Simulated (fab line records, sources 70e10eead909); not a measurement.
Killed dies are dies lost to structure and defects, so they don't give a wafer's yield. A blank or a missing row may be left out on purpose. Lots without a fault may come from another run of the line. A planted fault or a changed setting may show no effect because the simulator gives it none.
Chamber matching | flow nand_harc | NHARC_A_STAIRCASE_ETCHBACK_422 on rie_diel-03: 3 sister chambers
The step etches the open film in CH3F/O2, target depth 40 nm, time 74.286 s. 18 wafers are shown with their chamber, then 7 later ones without.

WAFERS WITH THEIR CHAMBER
wafer  | chamber | showerhead_plenum_p_Torr (Torr) | drypump_motor_current_A (A) | rf_vpp_V (V)
L081.2 | 3       | 2.30                            | 5.3                         | 241.9
L081.4 | 3       | 2.30                            | 5.3                         | 242.5
L081.6 | 1       | 2.56                            | 4.7                         | 245.9
L085.3 | 1       | 2.56                            | 4.8                         | 247.1
L085.4 | 3       | 2.30                            | 5.3                         | 242.5
L085.6 | 2       | 2.61                            | 5.2                         | 246.3
L083.3 | 3       | 2.30                            | 5.3                         | 241.9
L083.5 | 3       | 2.30                            | 5.3                         | 243.7
L083.6 | 2       | 2.61                            | 5.2                         | 246.1
L087.1 | 2       | 2.61                            | 5.2                         | 246.2
L087.2 | 3       | 2.29                            | 5.3                         | 241.7
L087.3 | 1       | 2.55                            | 4.7                         | 246.8
L090.2 | 2       | 2.61                            | 5.2                         | 247.2
L090.4 | 1       | 2.55                            | 4.7                         | 244.6
L090.6 | 3       | 2.29                            | 5.3                         | 241.7
L092.1 | 1       | 2.55                            | 4.7                         | 246.4
L092.3 | 2       | 2.61                            | 5.1                         | 246.9
L092.4 | 1       | 2.55                            | 4.7                         | 246.1

SIGNATURES (means of the wafers above)
reading                  | chamber 1 | chamber 2 | chamber 3 | scatter within a chamber
showerhead_plenum_p_Torr | 2.5533    | 2.6100    | 2.2971    | 0.00429
drypump_motor_current_A  | 4.717     | 5.180     | 5.300     | 0.033
rf_vpp_V                 | 246.150   | 246.540   | 242.271   | 0.724
Rule: a wafer's distance from a chamber is the root of the sum, over the readings, of the square of ((its reading less the chamber's mean) divided by the reading's scatter). The wafer belongs to the nearest chamber; if the next one is less than 2 further off, it can't be placed. The scatter: the root of (the sum of the squares of (reading less its chamber's mean) over the shown wafers, divided by (wafers less chambers)).

WAFERS WITHOUT THEIR CHAMBER
wafer  | showerhead_plenum_p_Torr (Torr) | drypump_motor_current_A (A) | rf_vpp_V (V)
L093.2 | 2.60                            | 5.2                         | 247.1
L093.4 | 2.29                            | 5.3                         | 240.5
L093.5 | 2.60                            | 5.2                         | 246.6
L096.3 | 2.55                            | 4.7                         | 244.4
L096.5 | 2.60                            | 5.2                         | 247.5
L094.3 | 2.29                            | 5.3                         | 241.9
L094.4 | 2.60                            | 5.2                         | 243.5

WHICH CHAMBER EACH WENT THROUGH
wafer  | from the rows above | in truth
L093.2 | 2                   | 2
L093.4 | 3                   | 3
L093.5 | 2                   | 2
L096.3 | 1                   | 1
L096.5 | 2                   | 2
L094.3 | 3                   | 3
L094.4 | 2                   | 2
Placed correctly: 7 of 7. Can't be placed from these rows: 0. Placed wrongly: 0.
